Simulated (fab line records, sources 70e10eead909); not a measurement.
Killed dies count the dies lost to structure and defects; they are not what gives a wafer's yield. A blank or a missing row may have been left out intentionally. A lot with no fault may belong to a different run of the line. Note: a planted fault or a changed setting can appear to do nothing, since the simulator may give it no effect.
Chamber matching    flow nand harc    NHARC_A_STAIRCASE_DEP_322 on pecvd-02 has 3 sister chambers
The step deposits SiO2, target thk 7200 nm. 6 wafers are shown with their chamber, then 9 later ones without.

== EACH WAFER AND ITS CHAMBER ==
wafer   chamber  heater power w (W)
L085.5  1        603
L088.2  1        758
L088.4  2        679
L089.2  0        807
L089.3  2        819
L089.4  0        647

== WAFERS WITH NO CHAMBER GIVEN ==
wafer   heater power w (W)
L091.2  734
L091.4  601
L091.5  680
L094.1  703
L094.2  729
L094.4  698
L097.1  808
L097.4  683
L097.5  649

== WHICH CHAMBER EACH ONE RAN IN ==
wafer   from the rows above           in truth
L091.2  can't be placed: 0 or 2 or 1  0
L091.4  can't be placed: 1 or 0 or 2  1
L091.5  can't be placed: 1 or 0 or 2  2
L094.1  can't be placed: 1 or 0 or 2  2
L094.2  can't be placed: 0 or 2 or 1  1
L094.4  can't be placed: 1 or 0 or 2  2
L097.1  can't be placed: 2 or 0 or 1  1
L097.4  can't be placed: 1 or 0 or 2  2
L097.5  can't be placed: 1 or 0 or 2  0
Placed correctly: 0 of 9. From these rows, 9 cannot be placed; in 9 the true chamber is one of the candidates. Placed wrongly: 0.
How it was worked out, from the rows above alone: a wafer's distance from a chamber is the root of the sum, over the readings, of the square of ((its reading less the chamber's mean) divided by the reading's scatter). If the next closest chamber is less than 2 further off than the closest, the wafer can't be placed; otherwise it belongs to the closest. The mean given for a chamber averages the wafers shown for that chamber. How the scatter is found: for the shown wafers, subtract from each reading the mean of its chamber, square and add these, divide the total by (wafers less chambers), then take the root.
